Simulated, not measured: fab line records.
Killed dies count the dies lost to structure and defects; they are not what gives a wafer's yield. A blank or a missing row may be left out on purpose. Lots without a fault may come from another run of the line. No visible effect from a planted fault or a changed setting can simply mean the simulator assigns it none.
Chamber matching || flow n5-finfet || 4 sister chambers for N5_MOL_CONTACT_COAG_CMP_52 on cmp-03
The step polishes, stops on SiO2, t overpolish 1.5 s, target thk 66.5 nm. 4 wafers are shown with their chamber, then 7 later ones without.

== EACH WAFER AND ITS CHAMBER ==
{"wafer": "L086.5", "chamber": 2, "motor-current-A (A)": 12.3}
{"wafer": "L089.6", "chamber": 3, "motor-current-A (A)": 12.1}
{"wafer": "L092.2", "chamber": 0, "motor-current-A (A)": 14.3}
{"wafer": "L092.5", "chamber": 1, "motor-current-A (A)": 11.9}

== WAFERS WHOSE CHAMBER IS MISSING ==
{"wafer": "L092.6", "motor-current-A (A)": 14.6}
{"wafer": "L094.4", "motor-current-A (A)": 12.1}
{"wafer": "L094.5", "motor-current-A (A)": 12.7}
{"wafer": "L094.6", "motor-current-A (A)": 11.0}
{"wafer": "L097.1", "motor-current-A (A)": 13.1}
{"wafer": "L097.4", "motor-current-A (A)": 12.0}
{"wafer": "L097.5", "motor-current-A (A)": 14.0}

== CHAMBER TAKEN BY EACH ==
{"wafer": "L092.6", "from the rows above": 0, "in truth": 0}
{"wafer": "L094.4", "from the rows above": "can't be placed: 3 or 1 or 2", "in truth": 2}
{"wafer": "L094.5", "from the rows above": "can't be placed: 2 or 3 or 1", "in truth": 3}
{"wafer": "L094.6", "from the rows above": "can't be placed: 1 or 3 or 2", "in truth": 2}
{"wafer": "L097.1", "from the rows above": "can't be placed: 2 or 3 or 1 or 0", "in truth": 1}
{"wafer": "L097.4", "from the rows above": "can't be placed: 1 or 3 or 2", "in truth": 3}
{"wafer": "L097.5", "from the rows above": 0, "in truth": 0}
2 of 7 placed correctly. From these rows, 5 cannot be placed; in 5 the true chamber is one of the candidates. Wrongly placed: 0.
How it was worked out, from the rows above alone: a wafer's distance from a chamber is the root of the sum, over the readings, of the square of ((its reading less the chamber's mean) divided by the reading's scatter). The wafer belongs to the nearest chamber; if the next one is less than 2 further off, it can't be placed. Each chamber's mean is taken over the wafers shown for it. The scatter: with one shown wafer a chamber, the root of the mean of the squares of how far each hidden wafer lies from its nearest shown one.
